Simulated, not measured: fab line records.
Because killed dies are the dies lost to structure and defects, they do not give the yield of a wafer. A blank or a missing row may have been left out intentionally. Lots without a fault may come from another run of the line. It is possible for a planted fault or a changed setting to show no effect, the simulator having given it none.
fab line records	flow n5_finfet
record lots=6	wafers=18	last_day=16
route steps=1938 shown BEOL_M15@1807 PASSIVATION@1936
lots with no fault: from the same line, run without faults
start_h: start of the lot's first displayed wafer, in hours after the record's first day	wait_h: how many hours have passed since the lot's step before this one	" the same as in the row above	L1.1+2: a row that stands for several wafers	- value missing, or start not given	* or withheld: withheld	< > ~ a bound
route shown NAME@n: a module of which the file shows steps, and the number in the route of the first	usual: mean/standard deviation of fault-free wafers	same: alike in all rows	chamber/n: place in a boat	sites: each site's reading	_std_site: the standard deviation of these	_edge_site: the outer-site mean with the inner-site mean subtracted	radius_mm: for every site, how far away it sits from the centre of the wafer	mask NAME#n: copy n	behind: the tool/chamber that last shaped the wafer	hold: the reason the lot was held/the length of the hold in hours/how it ended	device: the n, p or np transistor that did not switch	end of line: tests run on the same wafers once the route is complete	a step with no rows: only its recipe	killed: dies lost to structure and defects at the first sort, not the wafer's yield	map: shows each die of a wafer: x if killed, . if not, _ if none is there
set.NAME: the setting the step ran with; set.NAME@STEP: the setting that earlier step ran with	model.NAME: the simulator's own value behind a step, which no gauge read
lots at selected steps of the route; one table per step, one row per wafer
services: a tool's chamber out of use, with start hour (start_h, from the record's first day; less than 0 if before it), hours out, and reason
## steps
# step N5_BEOL_M15_DESCUM_33
# recipe chemistry=O2	time_s=7.9	source_power_w=50	bias_power_w=20	pressure_mtorr=20	rf_frequency_hz=2.712e+07	temp_c=40	o2_flow_sccm=225
# usual drypump_motor_current_A=5.6/0.5	oes_product_au=0.85/0.095	rf_vpp_V=243.3/1.4	showerhead_plenum_p_Torr=2.09/0.08	throttle_valve_pct=20.3/0.33
lot.wafer	tool	chamber	start_h	wait_h	drypump_motor_current_A	oes_product_au	rf_hours_counter_h	rf_vpp_V	showerhead_plenum_p_Torr	throttle_valve_pct
L934.2	rie_diel-03	0	255.73	0.0	5.6	0.94	13	241.4	2.06	20.4
L934.5	"	0	"	"	5.7	0.93	-	242.6	2.06	20.4
L934.6	"	3	"	"	5.4	0.91	-	242.1	2.05	20.4
L936.3	rie_diel-03	2	269.55	0.1	6.6	0.74	182	245.1	2.18	20.4
L936.5	"	0	"	"	5.7	0.92	-	242.7	2.06	20.4
L936.6	"	3	"	"	5.4	0.90	-	243.1	2.05	20.4
L943.1	rie_diel-05	0	311.65	0.0	5.5	0.83	88	245.2	2.11	19.9
L943.3	"	2	"	"	5.7	0.95	12	243.8	2.14	19.8
L943.4	"	1	"	"	5.8	0.92	20	246.1	2.23	20.1
L945.1	rie_diel-03	1	330.90	0.0	4.9	0.82	88	243.5	2.19	20.7
L945.2	"	0	"	"	5.6	0.89	31	243.5	2.06	20.4
L945.5	"	0	"	"	5.7	0.90	-	241.4	2.06	20.4
L947.1	rie_diel-04	0	341.14	0.2	5.1	1.00	2	245.5	2.23	19.9
L947.2	"	2	"	"	6.3	0.94	12	242.2	2.06	20.5
L947.3	"	3	"	"	6.0	0.71	182	242.0	2.00	20.6
L952.3	rie_diel-05	2	361.56	0.0	5.6	0.92	26	243.5	2.13	19.8
L952.4	"	0	"	"	5.5	0.81	104	244.4	2.10	19.9
L952.5	"	2	"	"	5.7	0.91	-	245.4	2.13	19.8
# step N5_BEOL_M15_ETCH_61
# recipe chemistry=N2/H2	target=BARC	target_depth_a=890	overetch_a=267	time_s=67.9	ion_energy_ev=200	pressure_mtorr=30	source_w=840	bias_w=150	n2_flow_sccm=200	h2_flow_sccm=200
# step N5_BEOL_M15_TRENCH_ETCH_34
# recipe chemistry=C4F8/O2/Ar	target=SiO2	target_depth_a=8729.3	he_inner_torr=15	he_outer_torr=30	time_s=199	ion_energy_ev=800	pressure_mtorr=20	source_w=1905	bias_w=2040	Ar_flow_sccm=400	C4F8_flow_sccm=16	O2_flow_sccm=12
# step N5_BEOL_M15_STRIP_36
# recipe chemistry=O2	power_w=600	temp_c=60	pressure_mtorr=30	rf_frequency_hz=6e+07	bias_power_w=0	overash_fraction=0.3	o2_flow_sccm=225
# usual drypump_motor_current_A=5.6/0.53	oes_product_au=0.82/0.1	rf_vpp_V=3.6/0.97	showerhead_plenum_p_Torr=2.09/0.081	throttle_valve_pct=16.56/0.28
lot.wafer	tool	chamber	start_h	wait_h	drypump_motor_current_A	oes_product_au	rf_hours_counter_h	rf_vpp_V	showerhead_plenum_p_Torr	throttle_valve_pct
L934.2	rie_diel-04	1	258.47	2.5	5.0	0.69	190	3.1	2.00	16.75
L934.5	"	3	"	"	6.1	0.75	-	3.5	2.02	16.76
L934.6	"	2	"	"	6.3	0.69	-	3.9	2.07	17.04
L936.3	rie_diel-05	1	269.98	0.2	5.8	0.97	9	2.9	2.24	16.25
L936.5	"	0	"	"	5.5	0.84	-	2.5	2.12	16.17
L936.6	"	1	"	"	5.8	0.95	-	2.7	2.24	16.25
L943.1	rie_diel-03	1	317.09	5.2	4.9	0.84	85	3.0	2.20	16.85
L943.3	"	2	"	"	6.6	0.74	194	4.1	2.18	16.79
L943.4	"	3	"	"	5.4	0.88	40	3.9	2.05	16.64
L945.1	rie_diel-05	2	336.82	5.6	5.7	0.95	19	4.3	2.14	16.09
L945.2	"	1	"	"	5.8	0.89	27	1.7	2.23	16.32
L945.5	"	1	"	"	5.8	0.90	-	3.8	2.23	16.28
L947.1	rie_diel-03	3	343.64	2.2	5.4	0.88	48	4.2	2.05	16.65
L947.2	"	2	"	"	6.6	0.72	202	3.3	2.18	16.80
L947.3	"	0	"	"	5.7	0.90	35	2.4	2.06	16.58
L952.3	rie_diel-03	0	364.18	2.3	5.6	0.89	41	3.7	2.06	16.58
L952.4	"	3	"	"	5.4	0.86	54	4.3	2.05	16.64
L952.5	"	3	"	"	5.4	0.86	-	4.5	2.05	16.65
# step N5_BEOL_M15_STRIP_62
# recipe chemistry=O2	power_w=600	temp_c=60	pressure_mtorr=30	rf_frequency_hz=6e+07	bias_power_w=0	overash_fraction=0.3	o2_flow_sccm=225
# step N5_BEOL_M15_STRIP_37
# recipe chemistry=O2	power_w=600	temp_c=60	pressure_mtorr=30	rf_frequency_hz=6e+07	bias_power_w=0	overash_fraction=0.3	o2_flow_sccm=225
# usual drypump_motor_current_A=5.6/0.53	oes_product_au=0.82/0.1	rf_vpp_V=3.6/0.57	showerhead_plenum_p_Torr=2.09/0.081	throttle_valve_pct=16.56/0.28
lot.wafer	tool	chamber	start_h	wait_h	drypump_motor_current_A	oes_product_au	rf_hours_counter_h	rf_vpp_V	showerhead_plenum_p_Torr	throttle_valve_pct
L934.2	rie_diel-04	1	-	-	5.0	0.69	190	4.3	2.00	16.74
L934.5	"	3	"	"	6.1	0.74	-	5.2	2.02	16.76
L934.6	"	2	"	"	6.3	0.68	-	3.2	2.07	17.03
L936.3	rie_diel-05	1	-	-	5.8	0.96	9	3.3	2.24	16.26
L936.5	"	0	"	"	5.5	0.85	-	3.6	2.12	16.18
L936.6	"	1	"	"	5.8	0.97	-	3.3	2.24	16.23
L943.1	rie_diel-03	1	-	-	4.9	0.81	85	2.9	2.20	16.85
L943.3	"	2	"	"	6.6	0.73	194	3.0	2.18	16.75
L943.4	"	3	"	"	5.4	0.88	40	4.6	2.05	16.63
L945.1	rie_diel-05	2	-	-	5.7	0.93	19	2.9	2.14	16.08
L945.2	"	1	"	"	5.8	0.90	27	3.0	2.23	16.29
L945.5	"	1	"	"	5.8	0.92	-	3.9	2.23	16.29
L947.1	rie_diel-03	3	-	-	5.5	0.87	48	3.7	2.05	16.68
L947.2	"	2	"	"	6.6	0.72	202	4.3	2.18	16.78
L947.3	"	0	"	"	5.6	0.90	35	4.3	2.06	16.58
L952.3	rie_diel-03	0	-	-	5.6	0.87	41	3.4	2.06	16.58
L952.4	"	3	"	"	5.4	0.87	54	3.7	2.05	16.67
L952.5	"	3	"	"	5.4	0.86	-	3.7	2.05	16.65
# step N5_BEOL_M15_ETCH_38
# recipe chemistry=CF4/N2	target=SiCN	target_depth_a=1064	taper_deg=2	time_s=120.5	ion_energy_ev=150	mask_material=SiO2	pressure_mtorr=40	source_w=430	bias_w=70	Ar_flow_sccm=100	cf4_flow_sccm=60	n2_flow_sccm=60
# usual drypump_motor_current_A=5.6/0.52	oes_product_au=0.82/0.1	rf_vpp_V=381.9/2.1	showerhead_plenum_p_Torr=2.19/0.081	throttle_valve_pct=15.30/0.26
lot.wafer	tool	chamber	start_h	wait_h	drypump_motor_current_A	oes_product_au	rf_hours_counter_h	rf_vpp_V	showerhead_plenum_p_Torr	throttle_valve_pct
L934.2	rie_diel-04	1	-	-	5.0	0.70	190	379.4	2.10	15.48
L934.5	"	3	"	"	6.1	0.76	-	379.7	2.12	15.50
L934.6	"	2	"	"	6.3	0.70	-	381.0	2.17	15.79
L936.3	rie_diel-05	1	-	-	5.8	0.93	10	385.0	2.35	15.00
L936.5	"	0	"	"	5.5	0.84	-	383.2	2.23	14.96
L936.6	"	1	"	"	5.8	0.93	-	386.0	2.35	14.98
L943.1	rie_diel-03	1	-	-	4.9	0.82	85	383.8	2.31	15.64
L943.3	"	2	"	"	6.6	0.73	194	383.9	2.26	15.40
L943.4	"	3	"	"	5.4	0.89	40	379.8	2.16	15.37
L945.1	rie_diel-05	2	-	-	5.7	0.94	19	384.2	2.25	14.86
L945.2	"	1	"	"	5.8	0.88	27	385.7	2.34	15.02
L945.5	"	1	"	"	5.8	0.89	-	385.4	2.34	15.02
L947.1	rie_diel-03	3	-	-	5.5	0.89	48	380.6	2.16	15.37
L947.2	"	2	"	"	6.6	0.72	202	384.2	2.26	15.41
L947.3	"	0	"	"	5.6	0.90	35	383.0	2.15	15.23
L952.3	rie_diel-03	0	-	-	5.6	0.89	41	380.7	2.15	15.25
L952.4	"	3	"	"	5.4	0.87	54	380.7	2.15	15.38
L952.5	"	3	"	"	5.4	0.88	-	380.9	2.15	15.39
# step N5_BEOL_M15_PRECLEAN_39
# recipe chemistry=residue_remover	time_s=60	temp_c=40
# step N5_BEOL_M15_SRD_40
# recipe time_s=30	temp_c=23	rinse_liquid=diw	dry=n2_spin	spin_rpm=1500	dry_time_s=30
# step N5_BEOL_M15_DEGAS_41
# recipe ambient=vacuum	temp_c=300	time_s=60
# usual heater_power_w=457/41
lot.wafer	tool	chamber	start_h	wait_h	heater_power_w
L934.2	pvd_sputter-03	-	259.70	0.9	354
L934.5	"	-	"	"	465
L934.6	"	-	"	"	447
L936.3	pvd_sputter-01	-	270.53	0.2	403
L936.5	"	-	"	"	390
L936.6	"	-	"	"	469
L943.1	pvd_sputter-01	-	317.61	0.2	476
L943.3	"	-	"	"	491
L943.4	"	-	"	"	398
L945.1	pvd_sputter-01	-	337.47	0.3	483
L945.2	"	-	"	"	389
L945.5	"	-	"	"	479
L947.1	pvd_sputter-02	-	344.76	0.8	447
L947.2	"	-	"	"	494
L947.3	"	-	"	"	468
L952.3	pvd_sputter-03	-	364.84	0.4	361
L952.4	"	-	"	"	463
L952.5	"	-	"	"	491
# step N5_BEOL_M15_PRE_CLEAN_42
# recipe gas=H2/He	time_s=30	temp_c=300
# step N5_BEOL_M15_SPUTTER_43
# recipe material=TaN	target_thk_a=150	temp_c=50	bias_v=168.6	power_w=15000	chamber_pressure_pa=0.12	time_s=24.19
# usual bias_v=168.2/1.8	cathode_dc_power_W=15000/2.8	throttle_valve_pct=29.4/1.2
lot.wafer	tool	chamber	start_h	wait_h	bias_v	cathode_dc_power_W	throttle_valve_pct	model.TaN_of_BEOL_M15_SPUTTER_43.thk_nm
L934.2	pvd_sputter-03	-	259.78	0.0	169.7	15003	29.5	15
L934.5	"	-	"	"	168.4	14998	31.9	15
L934.6	"	-	"	"	166.0	15002	28.9	15
L936.3	pvd_sputter-01	-	270.61	0.0	167.2	14998	29.6	14.8
L936.5	"	-	"	"	164.7	15002	29.5	15
L936.6	"	-	"	"	165.4	15005	28.1	14.6
L943.1	pvd_sputter-01	-	317.70	0.0	171.1	14173	28.3	14
L943.3	"	-	"	"	167.9	15002	27.1	15
L943.4	"	-	"	"	165.9	15002	29.2	15
L945.1	pvd_sputter-01	-	337.55	0.0	165.3	14176	28.1	14.2
L945.2	"	-	"	"	168.0	15003	29.5	15.2
L945.5	"	-	"	"	166.1	15002	27.4	15
L947.1	pvd_sputter-02	-	344.84	0.0	165.8	14997	29.4	15.2
L947.2	"	-	"	"	167.7	15002	28.7	15.2
L947.3	"	-	"	"	168.9	15004	29.9	15.2
L952.3	pvd_sputter-03	-	364.92	0.0	165.6	14998	29.5	14.8
L952.4	"	-	"	"	169.8	14995	29.2	14.6
L952.5	"	-	"	"	164.0	15002	31.6	14.8
# step N5_BEOL_M15_SPUTTER_44
# recipe material=Ta	target_thk_a=150	temp_c=50	bias_v=80	power_w=15000	chamber_pressure_pa=0.07	time_s=24.19
# step N5_PASSIVATION_PROBE_49
# usual defect_limited_yield=91.5/1.6	killed_at_M0_to_M3=33/10	killed_at_M4_up=13/5.6	killed_at_contacts=13/6	killed_at_front_end=39/12	killed_at_other=3.0/2.8	killed_dies=101/19	killed_open=65/13	killed_short=32/8.3	sort_bin_5_function=5.0/1	sort_bin_6_memory=3.1/0.69	sort_n_pass=1079/19	sort_yield_pct=91.5/1.6
# same gross_dies=1180	killed_at_back_side=0	sort_bin_4_leakage[%]=0	sort_bin_8_speed[%]=0
lot.wafer	tool	chamber	start_h	wait_h	defect_limited_yield[%]	killed_at_M0_to_M3	killed_at_M4_up	killed_at_contacts	killed_at_front_end	killed_at_other	killed_dies	killed_open	killed_short	sort_bin_5_function[%]	sort_bin_6_memory[%]	sort_n_pass	sort_yield_pct[%]
L934.2	prober-02	-	278.44	0.1	91.9	42	14	7	28	4	95	59	34	4.7	3.1	1085	91.9
L934.5	prober-02	-	278.59	0.2	90.2	50	21	15	28	2	116	77	36	5.3	3.9	1064	90.2
L934.6	prober-02	-	278.64	0.3	91.3	35	20	8	39	1	103	68	29	4.9	3.3	1077	91.3
L936.3	prober-02	-	286.95	0.1	90.7	46	12	21	26	5	110	73	35	5.4	3.6	1070	90.7
L936.5	prober-02	-	287.05	0.2	90.2	49	7	12	40	8	116	75	37	6.0	3.5	1064	90.2
L936.6	prober-02	-	287.10	0.3	90.8	49	17	6	31	5	108	69	37	5.1	3.9	1072	90.8
L943.1	prober-02	-	338.38	0.0	89.2	55	13	1	54	4	127	83	28	5.4	3.9	1053	89.2
L943.3	prober-02	-	338.48	0.1	92.4	46	11	6	27	0	90	58	30	4.7	2.6	1090	92.4
L943.4	prober-02	-	338.53	0.2	92.3	48	12	5	24	2	91	60	27	4.8	2.7	1089	92.3
L945.1	prober-02	-	353.76	0.0	90.3	27	17	10	60	1	115	69	43	5.5	3.8	1065	90.3
L945.2	prober-02	-	353.81	0.1	92.3	38	5	10	37	1	91	57	32	4.7	2.6	1089	92.3
L945.5	prober-02	-	353.96	0.2	92.6	21	7	7	45	7	87	58	27	4.0	3.2	1093	92.6
L947.1	prober-02	-	360.01	0.0	91.3	35	14	6	40	8	103	79	24	5.9	2.2	1077	91.3
L947.2	prober-02	-	360.06	0.1	90.1	28	22	15	51	1	117	81	36	5.9	3.5	1063	90.1
L947.3	prober-02	-	360.11	0.1	92.3	35	5	10	32	9	91	62	28	4.8	2.7	1089	92.3
L952.3	prober-02	-	380.69	0.1	92.0	42	7	6	33	6	94	58	31	4.6	3.1	1086	92.0
L952.4	prober-02	-	380.74	0.2	90.3	37	20	22	33	2	114	80	30	5.8	3.6	1066	90.3
L952.5	prober-02	-	380.79	0.2	91.7	35	11	11	35	6	98	62	35	4.6	3.5	1082	91.7
# killed by level:class
L934.2 BEOL_M2:geometric_particle:open=13 BEOL_M0_SAQP:geometric_particle:open=12 GATE_CUT:geometric_particle:short=8 BEOL_M0_SAQP:geometric_particle:short=7 MOL_CONTACT_COAG:geometric_particle:open=6 BEOL_M4:geometric_particle:open=6 BEOL_M3:geometric_particle:open=5 FIN_SAQP:geometric_particle:short=4
L934.5 BEOL_M0_SAQP:geometric_particle:short=14 MOL_CONTACT_COAG:geometric_particle:open=13 BEOL_M0_SAQP:geometric_particle:open=11 BEOL_M0:geometric_particle:open=6 BEOL_M1:geometric_particle:open=6 BEOL_M4:geometric_particle:open=5 DUMMY_GATE:geometric_particle:open=4 BEOL_M2:geometric_particle:open=4
L934.6 BEOL_M2:geometric_particle:open=14 STI_FIN_REVEAL:geometric_particle:open=8 BEOL_M4:geometric_particle:open=8 BEOL_M0_SAQP:geometric_particle:open=6 FIN_SAQP:geometric_particle:open=5 MOL_CONTACT_COAG:geometric_particle:open=5 GATE_CUT:geometric_particle:short=4 BEOL_M2:geometric_particle:short=4
L936.3 MOL_CONTACT_COAG:geometric_particle:open=17 BEOL_M0_SAQP:geometric_particle:short=17 BEOL_M2:geometric_particle:open=12 BEOL_M0_SAQP:geometric_particle:open=9 BEOL_M4:geometric_particle:open=9 FIN_SAQP:geometric_particle:open=5 STI_FIN_REVEAL:geometric_particle:open=5 FIN_SAQP:geometric_particle:short=3
L936.5 BEOL_M1:geometric_particle:open=16 BEOL_M3:geometric_particle:open=10 MOL_CONTACT_COAG:geometric_particle:open=9 DUMMY_GATE:geometric_particle:open=8 STI_FIN_REVEAL:geometric_particle:open=7 BEOL_M0_SAQP:geometric_particle:short=6 FIN_SAQP:geometric_particle:short=5 BEOL_M0_SAQP:geometric_particle:open=5
L936.6 BEOL_M0_SAQP:geometric_particle:short=13 BEOL_M0_SAQP:geometric_particle:open=13 BEOL_M2:geometric_particle:open=7 STI_FIN_REVEAL:geometric_particle:open=6 BEOL_M1:geometric_particle:open=6 MOL_CONTACT_COAG:geometric_particle:open=5 BEOL_M4:geometric_particle:open=5 FIN_SAQP:geometric_particle:short=4
L943.1 BEOL_M2:geometric_particle:open=16 HKMG_FIN:area_etch=12 BEOL_M0_SAQP:geometric_particle:open=10 BEOL_M1:geometric_particle:open=9 BEOL_M3:geometric_particle:open=9 FIN_SAQP:geometric_particle:open=8 DUMMY_GATE:geometric_particle:open=8 FIN_SAQP:geometric_particle:short=5
L943.3 BEOL_M0_SAQP:geometric_particle:open=12 BEOL_M0_SAQP:geometric_particle:short=10 BEOL_M1:geometric_particle:open=8 BEOL_M4:geometric_particle:open=7 FIN_SAQP:geometric_particle:short=6 BEOL_M2:geometric_particle:open=6 GATE_CUT:geometric_particle:short=5 BEOL_M3:geometric_particle:open=5
L943.4 BEOL_M2:geometric_particle:open=16 BEOL_M3:geometric_particle:open=10 FIN_SAQP:geometric_particle:open=6 BEOL_M2:geometric_particle:short=5 MOL_CONTACT_COAG:geometric_particle:open=4 BEOL_M0_SAQP:geometric_particle:short=4 BEOL_M1:geometric_particle:open=4 BEOL_M4:geometric_particle:open=4
L945.1 FIN_SAQP:geometric_particle:short=15 FIN_SAQP:geometric_particle:open=9 BEOL_M4:geometric_particle:open=9 MOL_CONTACT_COAG:geometric_particle:open=8 DUMMY_GATE:geometric_particle:open=7 GATE_CUT:geometric_particle:short=7 BEOL_M2:geometric_particle:open=6 STI_FIN_REVEAL:geometric_particle:open=5
L945.2 BEOL_M2:geometric_particle:open=11 FIN_SAQP:geometric_particle:open=10 GATE_CUT:geometric_particle:short=7 MOL_CONTACT_COAG:geometric_particle:open=7 BEOL_M3:geometric_particle:open=7 FIN_SAQP:geometric_particle:short=6 BEOL_M1:geometric_particle:open=6 BEOL_M2:geometric_particle:short=4
L945.5 FIN_SAQP:geometric_particle:open=12 FIN_SAQP:geometric_particle:short=11 BEOL_M2:geometric_particle:open=9 GATE_CUT:geometric_particle:short=7 GATE_CUT:geometric_particle:open=7 BEOL_M4:geometric_particle:open=6 MOL_CONTACT_COAG:geometric_particle:open=5 DUMMY_GATE:geometric_particle:open=4
L947.1 STI_FIN_REVEAL:geometric_particle:open=12 DUMMY_GATE:geometric_particle:open=12 BEOL_M0_SAQP:geometric_particle:open=9 BEOL_M4:geometric_particle:open=7 MOL_CONTACT_COAG:geometric_particle:open=5 BEOL_M0:geometric_particle:open=5 BEOL_M1:geometric_particle:open=5 DUMMY_GATE:geometric_particle:short=4
L947.2 MOL_CONTACT_COAG:geometric_particle:open=13 DUMMY_GATE:geometric_particle:open=10 BEOL_M3:geometric_particle:open=9 BEOL_M4:geometric_particle:open=8 STI_FIN_REVEAL:geometric_particle:open=6 GATE_CUT:geometric_particle:short=6 BEOL_M1:geometric_particle:open=6 BEOL_M2:geometric_particle:open=5
L947.3 BEOL_M2:geometric_particle:open=11 MOL_CONTACT_COAG:geometric_particle:open=10 DUMMY_GATE:geometric_particle:open=9 BEOL_M0_SAQP:geometric_particle:short=8 FIN_SAQP:geometric_particle:open=6 PAD_METAL:geometric_particle:open=5 BEOL_M0:geometric_particle:open=4 BEOL_M3:geometric_particle:open=4
L952.3 BEOL_M2:geometric_particle:open=17 FIN_SAQP:geometric_particle:short=6 STI_FIN_REVEAL:geometric_particle:open=6 GATE_CUT:geometric_particle:short=6 BEOL_M0_SAQP:geometric_particle:short=6 MOL_CONTACT_COAG:geometric_particle:open=5 BEOL_M1:geometric_particle:open=4 BEOL_M3:geometric_particle:open=4
L952.4 MOL_CONTACT_COAG:geometric_particle:open=22 BEOL_M1:geometric_particle:open=11 BEOL_M4:geometric_particle:open=11 BEOL_M0_SAQP:geometric_particle:open=9 STI_FIN_REVEAL:geometric_particle:open=6 FIN_SAQP:geometric_particle:short=5 GATE_CUT:geometric_particle:short=5 STARTING-WAFER:geometric_particle:short=5
L952.5 MOL_CONTACT_COAG:geometric_particle:open=9 DUMMY_GATE:geometric_particle:open=8 BEOL_M1:geometric_particle:open=7 GATE_CUT:geometric_particle:short=6 BEOL_M0_SAQP:geometric_particle:short=6 BEOL_M4:geometric_particle:open=6 BEOL_M2:geometric_particle:open=5 BEOL_M3:geometric_particle:open=5
## services
tool	chamber	start_h	hours	kind
rie_diel-05	2	243.42	-	clean
rie_diel-05	2	243.42	-	consumable_replace:focus_ring
rie_diel-05	2	243.42	18.1	scheduled_down
rie_diel-05	2	243.42	18.1	vent_cycle
rie_diel-04	2	287.02	-	clean
rie_diel-04	2	287.02	-	consumable_replace:focus_ring
rie_diel-04	0	309.21	-	clean
rie_diel-04	0	309.21	-	consumable_replace:esc
rie_diel-04	0	309.21	-	consumable_replace:focus_ring
rie_diel-04	0	309.21	-	consumable_replace:showerhead
rie_diel-04	0	309.21	25.9	scheduled_down
rie_diel-04	0	309.21	25.9	vent_cycle
pvd_sputter-03	-	328.74	2.3	repair
rie_diel-03	1	342.20	1.8	repair
rie_diel-04	1	359.38	18.2	repair
pvd_sputter-01	-	359.72	0.6	repair
## key
first_sign step=N5_BEOL_M15_SPUTTER_43	reading=cathode_dc_power_W	direction=down	sigmas=99+	usual=*	struck=*
effect none on later readings
model_effect step=N5_BEOL_M15_SPUTTER_43	value=TaN_of_BEOL_M15_SPUTTER_43.thk_nm	without=15	struck=14.1
met_at N5_BEOL_M15_SPUTTER_43
struck_wafers L943.1,L945.1
baseline_loss step=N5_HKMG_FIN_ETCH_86	wafers=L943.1
onset_between 270.61 317.70
fault kind=process_parameter_drift	tool=pvd_sputter-01	chamber=-	onset_h=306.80	steps=N5_BEOL_M15_SPUTTER_43	channel=power_w	offset=*	shape=step	end_h=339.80	acts_in=*	stated=*	scope=struck_wafers_only
# baseline_loss: these wafers lose ten dies or more at that step, a loss of the line's own and not of a fault; the sort's usual values leave them out
